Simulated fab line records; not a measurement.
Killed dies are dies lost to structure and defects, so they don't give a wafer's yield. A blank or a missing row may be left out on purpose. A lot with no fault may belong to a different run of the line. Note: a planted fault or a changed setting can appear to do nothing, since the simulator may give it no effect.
8D (eight disciplines) problem report, filled in by code | flow n5 finfet | the parts of the form that need people (team, actions taken, sign-off) are left out

== 1. PROBLEM STATEMENT ==
Mean of run length s at N5_BEOL_M6_CVD_78: 218.9 s across 3 wafers in 2 lots; on wafers with no fault it is 165.2 s (standard deviation 0.45). That is +99 or more standard deviations from the usual mean.
The step: deposits Co from CCTBA/H2, target thk 2 nm, time 142.3 s.
Seen first at day 13 00:30 on cvd co-01, wafer L406.3. The record holds 36 wafers of 12 lots with a number at this step. Rule for "out" (also "out of limits"): further than 4 standard deviations from the usual mean. The rest of the wafers with a number are treated as sound.

== 2. WHAT THIS IS AND IS NOT ==
question                    | is                     | is not
which readings at this step | run length s           | -
which lots                  | L406, L407             | L390, L392, L393, L395, L396, L397, L405, L408, L409, L411
which wafers of those lots  | L406.3, L407.3, L407.5 | L406.1, L406.6, L407.6
read on which tools         | cvd co-01              | cvd co-02
when                        | from day 13 00:30      | up to then (23 sound wafers); but 10 sound wafers of L407, L408, L409, L411 came after

== 3. SUSPECTS, AND WHAT RULES EACH OUT ==
Counting: a tool at a process step up to the reading stays a suspect if it ran every lot that is out. Sound lots after the first of them don't rule it out here, since some wafers of a struck lot are sound.
- pvd sputter-01 at N5_BEOL_M6_PRE_CLEAN_45 (time 30 s): kept. Every lot that is out went through it, the first being L406 (day 12 23:53); the last sound lot it ran before that was L396 (day 10 12:13).
- cvd co-01 at N5_BEOL_M6_CVD_78 (deposits Co from CCTBA/H2, target thk 2 nm, time 142.3 s): kept. Every lot that is out went through it, the first being L406 (day 13 00:30); the last sound lot it ran before that was L405 (day 12 11:11). Out on those wafers are its own readings of run length s.
The count leaves cvd co-01 at N5_BEOL_M6_CVD_78 and pvd sputter-01 at N5_BEOL_M6_PRE_CLEAN_45.

== 4. THE CAUSE (what the simulator had put in) ==
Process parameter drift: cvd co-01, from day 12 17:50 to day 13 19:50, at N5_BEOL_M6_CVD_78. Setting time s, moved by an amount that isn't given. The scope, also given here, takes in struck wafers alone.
Counting left 2 suspects, and this tool is among them.

== 5. SEQUENCE OF EFFECTS, ordered by route ==
Rows list readings where the struck wafers' mean (over those with a number) sits beyond 3 standard deviations from the usual. Only readings for which the record gives a usual standard deviation are gone through. hours: the time from each lot's start at the first step in this table that gives one to its start at this step, as a median over the lots. sigmas: the change in usual standard deviations.
hours | step              | reading      | usual   | on struck wafers | change | sigmas
0     | N5_BEOL_M6_CVD_78 | run length s | 165.2 s | 218.9            | +53.7  | +99 or more
Process steps it contains:
- N5_BEOL_M6_CVD_78: deposits Co from CCTBA/H2, target thk 2 nm, time 142.3 s.
Later steps that measure or inspect, where all struck wafers having a row at the step show a number for every such reading and not one has moved that far: N5_BEOL_M6_INSPECT_58.

== 6. HOW IT WOULD HAVE BEEN CAUGHT EARLIER ==
In this record the first reading out of limits was taken at day 13 00:30, 7 hours after the fault began at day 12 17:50.
